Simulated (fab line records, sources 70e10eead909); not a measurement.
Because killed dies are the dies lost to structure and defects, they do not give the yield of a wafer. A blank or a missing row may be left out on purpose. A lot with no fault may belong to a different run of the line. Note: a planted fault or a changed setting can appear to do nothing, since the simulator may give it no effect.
fab line records	flow nand_harc	part 1 of 2: steps 1 to 26 of 39
record: lots: 5	wafers: 15	last_day: 33
route steps=1302 shown A_STAIRCASE@853 A_SGD_CUT@890
lots that met no fault: taken from a fault-free run of the same line
start_h: hours from the record's opening day to when the first of the lot's shown wafers began	wait_h: hours from the lot's prior step to this one	" the same as in the row above	L1.1+2: one row covering several wafers at once	- either no value or no given start	* or withheld: withheld	< > ~ a bound
route shown NAME@n: names a module that has steps shown in the file, with the first one's number in the route	usual: the fault-free wafers' mean and standard deviation	same: alike in all rows	chamber/n: place in a boat	sites: each site's reading	_std_site: the values' standard deviation	_edge_site: mean of outer sites minus mean of inner sites	radius_mm: how far each site lies from the wafer's centre	mask NAME#n: copy n	behind: tool/chamber where the wafer was last shaped	hold: why the lot went on hold/how many hours it stayed there/how the hold came to an end	device: transistor that didn't switch, given as n, p or np	end of line: at the end of the route, the tests of the same wafers	step lacking rows: just its recipe	killed: at the first sort, the dies lost to defects and structure; wafer yield is something else	map: the dies of a wafer, with x for killed, . for not killed, _ for no die there
set.NAME: the setting the step ran with; set.NAME@STEP: the setting that earlier step ran with	model.NAME: the simulator's own value behind a step, which no gauge read
lots at selected steps of the route; one table per step, one row per wafer
services: from which hour (start_h, from the record's first day; less than 0 if before it) a tool's chamber was out of use, for how many hours, and why
== steps ==
step: NHARC_A_STAIRCASE_DEP_322
recipe: target_thk_a: 72000	temp_c: 400	target_thk_nm: 7200	teos_flow_sccm: 200	rf_w: 500	material: SiO2
usual: heater_power_w: 656/100
lot.wafer	tool	chamber	start_h	wait_h	heater_power_w
L082.3	pecvd-02	0	489.40	0.1	665
L082.5	"	1	"	"	655
L082.6	"	2	"	"	582
L080.2	pecvd-01	0	489.41	0.1	876
L080.4	"	0	"	"	838
L080.6	"	1	"	"	578
L084.3	pecvd-02	0	504.03	0.2	690
L084.4	"	0	"	"	569
L084.5	"	1	"	"	649
L085.2	pecvd-02	2	521.52	0.3	664
L085.5	"	1	"	"	650
L085.4	"	2	"	"	587
L094.3	pecvd-02	2	625.64	0.2	753
L094.2	"	0	"	"	697
L094.6	"	0	"	"	564
step: NHARC_A_STAIRCASE_ANNEAL_323
recipe: temp_c: 750	time_s: 1800
lot.wafer	tool	chamber	start_h	wait_h
L080.2+4+6	furnace-07	0	497.58	-
L082.3+5+6	furnace-07	0	497.58	-
L084.3+4+5	furnace-07	0	508.39	-
L085.2+4+5	furnace-08	0	526.09	-
L094.2+3+6	furnace-08	0	632.63	-
step: NHARC_A_STAIRCASE_DEP_325
recipe: target_thk_a: 72000	temp_c: 400	target_thk_nm: 7200	teos_flow_sccm: 200	rf_w: 500	material: SiO2
usual: heater_power_w: 646/100
lot.wafer	tool	chamber	start_h	wait_h	heater_power_w
L080.2	pecvd-04	0	501.01	0.1	777
L080.4	"	1	"	"	492
L080.6	"	2	"	"	549
L082.3	pecvd-02	0	501.04	0.2	586
L082.5	"	0	"	"	574
L082.6	"	1	"	"	662
L084.3	pecvd-01	1	511.89	0.2	567
L084.4	"	0	"	"	782
L084.5	"	2	"	"	586
L085.2	pecvd-04	1	529.67	0.3	507
L085.4	"	2	"	"	551
L085.5	"	0	"	"	637
L094.2	pecvd-02	1	636.12	0.2	755
L094.3	"	2	"	"	702
L094.6	"	0	"	"	569
step: NHARC_A_STAIRCASE_ANNEAL_326
recipe: temp_c: 750	time_s: 1800
lot.wafer	tool	chamber	start_h	wait_h
L080.2+4+6	furnace-08	0	506.99	-
L082.3+5+6	furnace-08	0	506.99	-
L084.3+4+5	furnace-08	0	516.61	-
L085.2+4+5	furnace-03	0	536.54	-
L094.2+3+6	furnace-03	0	639.77	-
step: NHARC_A_STAIRCASE_DEHYDRATE_433
recipe: temp_c: 150	time_s: 120
usual: heater_power_total_W: 182.4/1.2
lot.wafer	tool	chamber	start_h	wait_h	heater_power_total_W
L080.2	litho_track-05	0	510.41	0.1	184.0
L080.4	"	0	"	"	182.2
L080.6	"	0	"	"	180.9
L082.3	litho_track-07	0	510.43	0.1	183.6
L082.5	"	0	"	"	184.4
L082.6	"	0	"	"	181.4
L084.3	litho_track-07	0	519.99	0.1	183.6
L084.4	"	0	"	"	181.1
L084.5	"	0	"	"	183.4
L085.2	litho_track-05	0	539.93	0.1	183.3
L085.4	"	0	"	"	183.0
L085.5	"	0	"	"	181.2
L094.2	litho_track-05	0	643.17	0.1	180.6
L094.3	"	0	"	"	181.4
L094.6	"	0	"	"	180.9
step: NHARC_A_STAIRCASE_HMDS_434
recipe: time_s: 30
lot.wafer	tool	chamber	start_h	wait_h
L080.2+4+6	litho_track-05	0	-	-
L082.3+5+6	litho_track-07	0	-	-
L084.3+4+5	litho_track-07	0	-	-
L085.2+4+5	litho_track-05	0	-	-
L094.2+3+6	litho_track-05	0	-	-
step: NHARC_A_STAIRCASE_COAT_435
recipe: spin_rpm: 1200
lot.wafer	tool	chamber	start_h	wait_h
L080.2+4+6	litho_track-05	0	-	-
L082.3+5+6	litho_track-07	0	-	-
L084.3+4+5	litho_track-07	0	-	-
L085.2+4+5	litho_track-05	0	-	-
L094.2+3+6	litho_track-05	0	-	-
step: NHARC_A_STAIRCASE_SOFTBAKE_436
recipe: temp_c: 135	time_s: 170
usual: heater_power_total_W: 134.3/0.95
lot.wafer	tool	chamber	start_h	wait_h	heater_power_total_W
L080.2	litho_track-05	0	-	-	135.5
L080.4	"	0	"	"	133.5
L080.6	"	0	"	"	134.9
L082.3	litho_track-07	0	-	-	134.4
L082.5	"	0	"	"	135.5
L082.6	"	0	"	"	134.9
L084.3	litho_track-07	0	-	-	133.4
L084.4	"	0	"	"	133.3
L084.5	"	0	"	"	135.7
L085.2	litho_track-05	0	-	-	133.3
L085.4	"	0	"	"	133.8
L085.5	"	0	"	"	135.5
L094.2	litho_track-05	0	-	-	134.3
L094.3	"	0	"	"	133.5
L094.6	"	0	"	"	135.5
step: NHARC_A_STAIRCASE_EBR_437
lot.wafer	tool	chamber	start_h	wait_h
L080.2+4+6	litho_track-05	0	-	-
L082.3+5+6	litho_track-07	0	-	-
L084.3+4+5	litho_track-07	0	-	-
L085.2+4+5	litho_track-05	0	-	-
L094.2+3+6	litho_track-05	0	-	-
step: NHARC_A_STAIRCASE_EXPOSE_438
recipe: na: 0.5	dose_mj: 28.97	mask_id: STAIR_REV
lot.wafer	tool	chamber	start_h	wait_h	mask
L080.2+4+6	krf_scanner-01	0	510.62	-	STAIR_REV#0
L082.3+5+6	krf_scanner-03	0	510.79	-	STAIR_REV#0
L084.3+4+5	krf_scanner-03	0	520.49	-	STAIR_REV#0
L085.2+4+5	krf_scanner-02	0	540.27	-	STAIR_REV#0
L094.2+3+6	krf_scanner-03	0	643.38	-	STAIR_REV#0
step: NHARC_A_STAIRCASE_PEB_439
recipe: peb_temp_c: 115	peb_time_s: 130
usual: heater_power_total_W: 123.85/0.21
lot.wafer	tool	chamber	start_h	wait_h	heater_power_total_W
L080.2	litho_track-07	0	510.68	0.1	123.40
L080.4	"	0	"	"	124.02
L080.6	"	0	"	"	124.04
L082.3	litho_track-07	0	510.84	0.1	123.25
L082.5	"	0	"	"	124.02
L082.6	"	0	"	"	123.41
L084.3	litho_track-03	0	520.55	0.1	123.62
L084.4	"	0	"	"	123.52
L084.5	"	0	"	"	123.59
L085.2	litho_track-07	0	540.33	0.1	123.73
L085.4	"	0	"	"	124.14
L085.5	"	0	"	"	123.54
L094.2	litho_track-03	0	643.44	0.1	123.93
L094.3	"	0	"	"	123.81
L094.6	"	0	"	"	123.83
step: NHARC_A_STAIRCASE_DEVELOP_440
recipe: time_s: 140
lot.wafer	tool	chamber	start_h	wait_h
L080.2+4+6	litho_track-07	0	-	-
L082.3+5+6	litho_track-07	0	-	-
L084.3+4+5	litho_track-03	0	-	-
L085.2+4+5	litho_track-07	0	-	-
L094.2+3+6	litho_track-03	0	-	-
step: NHARC_A_STAIRCASE_HARDBAKE_442
recipe: temp_c: 120	time_s: 140
usual: heater_power_total_W: 127.32/0.2
lot.wafer	tool	chamber	start_h	wait_h	heater_power_total_W
L080.2	litho_track-03	0	510.90	-	127.57
L080.4	"	0	"	"	127.20
L080.6	"	0	"	"	127.50
L082.3	litho_track-07	0	511.07	-	127.10
L082.5	"	0	"	"	127.59
L082.6	"	0	"	"	127.41
L084.3	litho_track-03	0	520.78	-	126.77
L084.4	"	0	"	"	126.98
L084.5	"	0	"	"	127.34
L085.2	litho_track-03	0	540.55	-	127.56
L085.4	"	0	"	"	127.11
L085.5	"	0	"	"	127.57
L094.2	litho_track-03	0	643.67	-	127.24
L094.3	"	0	"	"	127.30
L094.6	"	0	"	"	127.48
step: NHARC_A_STAIRCASE_DESCUM_443
recipe: time_s: 3	o2_flow_sccm: 200	ar_flow_sccm: 0	bias_power_w: 0	chemistry: O2
usual: chamber_pressure_mTorr: 60.00/0.056	drypump_motor_current_A: 5.7/0.51	oes_product_au: 1.000/0.0096	rf_vpp_V: 57.7/0.92	showerhead_plenum_p_Torr: 1.90/0.11	throttle_valve_pct: 11.312/0.0096
lot.wafer	tool	chamber	start_h	wait_h	chamber_pressure_mTorr	drypump_motor_current_A	oes_product_au	rf_hours_counter_h	rf_vpp_V	showerhead_plenum_p_Torr	throttle_valve_pct
L080.4	rie_diel-06	3	510.99	-	60.00	5.4	0.991	6	58.2	1.78	11.299
L080.2	"	1	"	"	60.01	5.3	1.004	8	57.4	2.04	11.309
L080.6	"	3	"	"	60.05	5.4	0.990	-	57.8	1.78	11.315
L082.3	rie_diel-12	1	511.16	-	60.05	6.6	1.014	22	56.9	1.79	11.329
L082.5	"	0	"	"	59.94	6.3	0.995	-	57.2	1.94	11.325
L082.6	"	1	"	"	60.10	6.6	1.013	-	57.1	1.79	11.320
L084.3	rie_diel-09	3	520.93	-	59.93	6.3	1.006	6	57.7	2.04	11.318
L084.4	"	1	"	"	60.13	6.3	0.981	6	58.2	2.02	11.322
L084.5	"	3	"	"	59.96	6.2	1.000	-	58.8	2.04	11.307
L085.2	rie_diel-09	3	540.64	-	59.94	6.2	1.001	13	59.3	2.04	11.299
L085.4	"	2	"	"	60.02	5.6	1.002	12	56.2	1.77	11.305
L085.5	"	3	"	"	60.03	6.3	0.999	-	58.3	2.04	11.313
L094.3	rie_diel-12	3	643.75	-	59.98	5.9	1.014	3	57.8	2.06	11.310
L094.2	"	1	"	"	59.98	6.6	1.003	4	56.9	1.78	11.316
L094.6	"	0	"	"	60.06	6.3	1.010	-	58.3	1.93	11.303
step: NHARC_A_STAIRCASE_ETCH_444
recipe: target_depth_a: 2.04e+05	time_s: 6800	c4f8_flow_sccm: 20	o2_flow_sccm: 10	ar_flow_sccm: withheld	rf_w: 600	bias_w: 1000	chemistry: C4F8/O2
usual: chamber_pressure_mTorr: 25.001/0.024	oes_product_au: 0.933/0.018	rf_vpp_V: 806/6.4
lot.wafer	tool	chamber	start_h	wait_h	chamber_pressure_mTorr	oes_product_au	rf_hours_counter_h	rf_vpp_V
L080.4	rie_diel-06	3	511.12	0.1	24.993	0.941	7	798
L080.2	"	0	"	"	25.009	0.958	6	801
L080.6	"	0	513.47	2.4	25.011	0.946	-	801
L082.3	rie_diel-12	2	511.25	0.1	25.023	0.920	21	800
L082.6	"	2	513.13	1.9	24.932	0.921	-	801
L082.5	"	3	"	"	25.015	0.932	-	816
L084.3	rie_diel-09	3	521.02	0.1	25.025	0.945	6	813
L084.4	"	1	"	"	25.027	0.944	7	815
L084.5	"	3	"	"	24.970	0.943	-	814
L085.4	rie_diel-09	2	540.73	0.1	24.993	0.981	13	797
L085.2	"	3	"	"	24.998	0.959	14	813
L085.5	"	2	542.64	2.0	24.981	0.988	-	798
L094.3	rie_diel-12	2	644.31	0.6	25.010	0.953	4	799
L094.2	"	0	"	"	25.034	0.953	4	809
L094.6	"	1	"	"	24.998	0.957	-	799
step: NHARC_A_STAIRCASE_STRIP_446
recipe: power_w: 1500	temp_c: 250	chemistry: O2
usual: drypump_motor_current_A: 5.7/0.36	heater_power_w: 341/19
lot.wafer	tool	chamber	start_h	wait_h	drypump_motor_current_A	heater_power_w	rf_hours_counter_h
L080.2	plasma_asher-01	1	515.48	0.0	5.5	375	33
L080.4	"	1	"	"	5.5	378	-
L080.6	"	0	"	"	6.1	312	-
L082.3	plasma_asher-01	1	515.85	0.3	5.5	366	-
L082.6	"	1	"	"	5.5	375	-
L082.5	"	0	"	"	6.2	305	-
L084.3	plasma_asher-02	0	525.70	0.3	5.2	343	-
L084.4	"	1	"	"	5.9	337	-
L084.5	"	1	"	"	5.9	346	-
L085.2	plasma_asher-02	0	545.18	0.1	5.2	352	25
L085.4	"	1	"	"	5.9	347	-
L085.5	"	1	"	"	5.9	344	-
L094.2	plasma_asher-02	0	648.28	0.1	5.2	358	9
L094.3	"	1	"	"	5.9	348	-
L094.6	"	1	"	"	5.9	347	-
step: NHARC_A_STAIRCASE_STRIP_447
recipe: time_s: 900	temp_c: 130	chemistry: SPM
lot.wafer	tool	chamber	start_h	wait_h
L080.6+4+2	wet_bench-03	3,5,7	515.84	0.1
L082.6+5+3	wet_bench-06	2,4,6	516.12	0.1
L084.3+4+5	wet_bench-06	5,7,0	525.97	0.2
L085.2+5+4	wet_bench-06	3,4,5	545.49	0.3
L094.3+6+2	wet_bench-06	1,2,5	648.59	0.2
step: NHARC_A_STAIRCASE_PRECLEAN_448
recipe: time_s: *	temp_c: 50	bath_age_min: 0	chemistry: SC1
usual: nh4oh_flow_mL_min: 28.29/0.092
lot.wafer	tool	chamber	start_h	wait_h	nh4oh_flow_mL_min
L080.6	wet_bench-03	3	-	-	28.16
L080.4	"	5	"	"	28.36
L080.2	"	7	"	"	28.32
L082.6	wet_bench-06	2	-	-	28.32
L082.5	"	4	"	"	28.23
L082.3	"	6	"	"	28.41
L084.3	wet_bench-06	5	-	-	28.29
L084.4	"	7	"	"	28.23
L084.5	"	0	"	"	28.32
L085.2	wet_bench-06	3	-	-	28.30
L085.5	"	4	"	"	28.44
L085.4	"	5	"	"	28.28
L094.3	wet_bench-06	1	-	-	28.28
L094.6	"	2	"	"	28.24
L094.2	"	5	"	"	28.17
step: NHARC_A_STAIRCASE_SRD_449
lot.wafer	tool	chamber	start_h	wait_h
L080.6+4+2	wet_bench-03	3,5,7	-	-
L082.6+5+3	wet_bench-06	2,4,6	-	-
L084.3+4+5	wet_bench-06	5,7,0	-	-
L085.2+5+4	wet_bench-06	3,4,5	-	-
L094.3+6+2	wet_bench-06	1,2,5	-	-
step: NHARC_A_STAIRCASE_CMP_450
recipe: target_thk_nm: 200	material: SiO2
usual: motor_current_A: 12.0/1.7
lot.wafer	tool	chamber	start_h	wait_h	motor_current_A
L080.4	cmp-03	0	516.32	-	13.7
L080.2	"	1	"	"	11.3
L080.6	"	2	"	"	10.0
L082.3	cmp-03	0	516.57	-	13.3
L082.5	"	0	"	"	13.6
L082.6	"	1	"	"	11.8
L084.4	cmp-04	1	526.42	-	12.1
L084.3	"	3	"	"	11.3
L084.5	"	0	"	"	13.9
L085.2	cmp-03	3	545.96	-	11.9
L085.4	"	1	"	"	11.7
L085.5	"	3	"	"	11.7
L094.3	cmp-03	0	649.03	-	13.7
L094.2	"	3	"	"	11.8
L094.6	"	1	"	"	11.0
step: NHARC_A_STAIRCASE_CMP_152
usual: motor_current_A: 11.9/1.6
lot.wafer	tool	chamber	start_h	wait_h	motor_current_A
L080.4	cmp-03	0	516.40	0.1	13.2
L080.2	"	1	"	"	11.4
L080.6	"	2	"	"	10.1
L082.3	cmp-03	0	516.64	0.1	14.3
L082.5	"	0	"	"	13.9
L082.6	"	1	"	"	12.3
L084.4	cmp-04	1	526.49	0.1	11.2
L084.3	"	3	"	"	10.8
L084.5	"	0	"	"	14.3
L085.2	cmp-03	3	546.03	0.1	11.0
L085.4	"	1	"	"	11.0
L085.5	"	3	"	"	12.0
L094.3	cmp-03	0	649.11	0.1	13.1
L094.2	"	3	"	"	12.1
L094.6	"	1	"	"	11.5
step: NHARC_A_STAIRCASE_SRD_154
lot.wafer	tool	chamber	start_h	wait_h
L080.4+2+6	wet_bench-06	0,3,4	516.66	0.0
L082.3+5+6	wet_bench-02	1,4,6	516.93	0.0
L084.4+5+3	wet_bench-03	5,7,1	526.76	0.0
L085.2+4+5	wet_bench-03	4,6,0	546.31	0.0
L094.6+3+2	wet_bench-03	4,7,1	649.39	0.0
step: NHARC_A_STAIRCASE_ETCH_403
recipe: target_depth_a: 1082	chemistry: dHF	material: SiO2
lot.wafer	tool	chamber	start_h	wait_h
L080.4+2+6	wet_bench-06	0,3,4	516.69	0.0
L082.3+5+6	wet_bench-02	1,4,6	516.96	0.0
L084.4+5+3	wet_bench-03	5,7,1	526.79	0.0
L085.2+4+5	wet_bench-03	4,6,0	546.34	0.0
L094.6+3+2	wet_bench-03	4,7,1	649.42	0.0
step: NHARC_A_STAIRCASE_ETCHBACK_422
recipe: target_depth_a: 400	over_etch_frac: 0.3	time_s: 74.286	ion_energy_ev: 120	ch3f_flow_sccm: 50	o2_flow_sccm: 30	ar_flow_sccm: 200	rf_w: 500	bias_w: 100	chemistry: CH3F/O2
usual: chamber_pressure_mTorr: 24.999/0.022	drypump_motor_current_A: 5.7/0.49	oes_product_au: 0.97/0.04	rf_vpp_V: 244.3/2.2	showerhead_plenum_p_Torr: 2.46/0.14	throttle_valve_pct: 20.663/0.009
lot.wafer	tool	chamber	start_h	wait_h	chamber_pressure_mTorr	drypump_motor_current_A	oes_product_au	rf_hours_counter_h	rf_vpp_V	showerhead_plenum_p_Torr	throttle_valve_pct
L080.2	rie_diel-09	2	516.84	0.1	25.024	5.6	1.00	4	241.3	2.29	20.655
L080.4	"	3	"	"	24.967	6.3	1.01	4	247.0	2.61	20.675
L080.6	"	2	"	"	25.010	5.6	1.00	-	242.8	2.29	20.676
L082.3	rie_diel-09	0	517.12	0.2	25.017	5.9	1.02	5	246.3	2.62	20.663
L082.5	"	3	"	"	24.994	6.2	1.01	-	245.9	2.62	20.656
L082.6	"	0	"	"	24.976	5.9	1.01	-	246.1	2.62	20.656
L084.4	rie_diel-06	0	526.96	0.2	25.005	5.4	1.00	18	242.1	2.32	20.675
L084.3	"	1	"	"	25.032	5.2	1.00	18	245.9	2.61	20.650
L084.5	"	3	"	"	25.046	5.4	0.99	-	242.8	2.29	20.668
L085.2	rie_diel-09	3	546.48	0.1	25.027	6.2	0.97	17	246.9	2.61	20.673
L085.4	"	1	"	"	25.009	6.4	0.98	14	245.0	2.59	20.652
L085.5	"	3	"	"	25.008	6.3	0.97	-	245.7	2.61	20.670
L094.2	rie_diel-09	2	649.57	0.1	25.013	5.6	0.92	43	241.4	2.27	20.659
L094.3	"	1	"	"	24.999	6.3	0.91	46	246.3	2.58	20.668
L094.6	"	2	"	"	24.987	5.6	0.92	-	242.6	2.27	20.667
step: NHARC_A_STAIRCASE_ETCH_423
recipe: target_depth_a: 300	chemistry: dHF	material: SiO2
lot.wafer	tool	chamber	start_h	wait_h
L080.6+4+2	wet_bench-03	1,2,3	517.05	0.1
L082.3+6+5	wet_bench-06	3,4,5	517.27	0.1
L084.4+3+5	wet_bench-06	0,3,4	527.11	0.1
L085.4+5+2	wet_bench-03	2,3,5	546.64	-
L094.3+6+2	wet_bench-06	2,3,4	649.77	0.1
step: NHARC_A_STAIRCASE_ETCHBACK_157
recipe: target_depth_a: 900	over_etch_frac: 0.3	time_s: 167.14	ion_energy_ev: 120	ch3f_flow_sccm: 50	o2_flow_sccm: 30	ar_flow_sccm: 200	rf_w: 500	bias_w: 100	chemistry: CH3F/O2
usual: chamber_pressure_mTorr: 25.002/0.022	drypump_motor_current_A: 5.7/0.5	oes_product_au: 0.97/0.031	rf_vpp_V: 244.1/2.1	showerhead_plenum_p_Torr: 2.44/0.14	throttle_valve_pct: 20.664/0.0094
lot.wafer	tool	chamber	start_h	wait_h	chamber_pressure_mTorr	drypump_motor_current_A	oes_product_au	rf_hours_counter_h	rf_vpp_V	showerhead_plenum_p_Torr	throttle_valve_pct
L080.2	rie_diel-09	2	517.25	0.2	25.023	5.6	0.99	4	241.3	2.29	20.665
L080.4	"	3	"	"	24.985	6.3	1.00	4	246.5	2.62	20.645
L080.6	"	1	"	"	25.056	6.3	0.99	-	247.1	2.59	20.656
L082.3	rie_diel-12	0	517.48	0.2	25.002	6.3	1.00	22	245.1	2.49	20.666
L082.5	"	3	"	"	25.008	5.9	1.02	-	244.8	2.65	20.680
L082.6	"	0	"	"	24.996	6.3	1.00	-	244.2	2.49	20.679
L084.4	rie_diel-09	3	527.31	0.2	24.992	6.3	1.01	11	247.1	2.61	20.650
L084.3	"	1	"	"	25.025	6.3	0.99	9	245.7	2.59	20.665
L084.5	"	3	"	"	25.007	6.3	1.00	-	245.8	2.61	20.683
L085.2	rie_diel-09	3	546.85	0.2	25.015	6.3	0.96	17	248.2	2.61	20.647
L085.4	"	2	"	"	25.007	5.6	0.98	16	242.4	2.28	20.660
L085.5	"	3	"	"	25.001	6.3	0.97	-	246.7	2.61	20.663
L094.3	rie_diel-09	1	649.96	0.2	25.031	6.3	0.94	46	246.9	2.58	20.646
L094.2	"	2	"	"	25.024	5.6	0.96	43	241.2	2.27	20.669
L094.6	"	3	"	"	25.013	6.2	0.95	-	246.5	2.59	20.668
